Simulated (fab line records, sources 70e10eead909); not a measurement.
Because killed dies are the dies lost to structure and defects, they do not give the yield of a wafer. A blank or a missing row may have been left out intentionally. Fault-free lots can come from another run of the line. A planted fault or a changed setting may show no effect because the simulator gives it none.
8D (eight disciplines) problem report, filled in by code    flow nand harc    the parts of the form that need people (team, actions taken, sign-off) are left out

## 1. WHAT IS WRONG
Mean of sort_bin_2_pct at NHARC_END_SORT_01: 6.5 % across 2 wafers in 2 lots; on wafers with no fault it is 2.4 % (standard deviation 0.71). Relative to the usual mean, that is a shift of +5.8 standard deviations.
First seen on wafer L406.4, day 29 03:11, on prober-01. The record holds 21 wafers of 7 lots with a number at this step. Rule for "out" (also "out of limits"): further than 4 standard deviations from the usual mean. Any other wafer with a number is counted as sound.

## 2. WHAT IT IS AND WHAT IT IS NOT
question                     is                                                                                                               is not
which readings at this step  sort_bin_2_pct, defect limited yield, killed at array, killed dies, sort_bin_3_pct, sort n pass, sort yield pct  killed at other, killed at periphery, killed open, killed short, sort_bin_4_pct
which lots                   L406, L407                                                                                                       L404, L410, L413, L417, L418
which wafers of those lots   L406.4, L407.5                                                                                                   L406.3, L406.5, L407.1, L407.6
read on which gauges         prober-01, prober-02                                                                                             -
when                         from day 29 03:11                                                                                                up to then (5 sound wafers); but 14 sound wafers of L406, L407, L410, L413, L417, L418 came after

## 3. WHAT RULES OUT EACH SUSPECT
Counting: a tool at a process step up to the reading stays a suspect if it ran every lot that is out. Sound lots after the first of them don't rule it out here, since some wafers of a struck lot are sound.
- the gauge at NHARC_END_SORT_01 is ruled out. The wafers that are out were read on 2 gauges (prober-01, prober-02).
- pvd sputter-01 at NHARC_A_M0_PVD_21 (deposits Cu, target thk 30 nm, time 20.49 s): kept. It ran every lot that is out, first L406 (day 27 08:18).
The count leaves pvd sputter-01 at NHARC_A_M0_PVD_21.

## 4. THE CAUSE (what the simulator had put in)
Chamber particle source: pvd sputter-01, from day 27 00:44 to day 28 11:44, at NHARC_A_M0_PVD_21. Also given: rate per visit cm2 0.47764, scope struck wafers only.
After counting, this tool was the only one left.

## 5. THE EFFECT CHAIN, in route order
One row per reading whose mean, taken over the struck wafers that have a number, lies over 3 standard deviations from the usual. Scope: only readings with a usual standard deviation given in the record; hours: median across lots of the time from each lot's start at the first step in this table that gives one to its start at this step; sigmas: change in usual standard deviations.
hours  step               reading               usual   on struck wafers  change  sigmas
0      NHARC_END_SORT_01  defect limited yield  93.3 %  85.6              -7.7    -5.1
0      NHARC_END_SORT_01  killed at array       41      93                +52     +5.2
0      NHARC_END_SORT_01  killed dies           46      98                +52     +5.2
0      NHARC_END_SORT_01  sort_bin_2_pct        2.4 %   6.5               +4.1    +5.8
0      NHARC_END_SORT_01  sort_bin_3_pct        0.6 %   2.5               +1.9    +5.8
0      NHARC_END_SORT_01  sort n pass           631     580               -52     -5.2
0      NHARC_END_SORT_01  sort yield pct        93.3 %  85.6              -7.7    -5.1

## 6. HOW IT WOULD HAVE BEEN CAUGHT EARLIER
50 hours passed between the start of the fault at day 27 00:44 and the first reading out of limits at a measuring or inspecting step in this record, taken at day 29 03:11.
No tool reading at NHARC_A_M0_PVD_21 that has a usual standard deviation in the record was out on any struck wafer, so an alarm limit of 4 standard deviations on those readings would not have fired.
All the lots that are out (2) had begun NHARC_A_M0_PVD_21 on pvd sputter-01 by day 29 03:11. Had the tool been put on hold then, not one of them would have been saved.
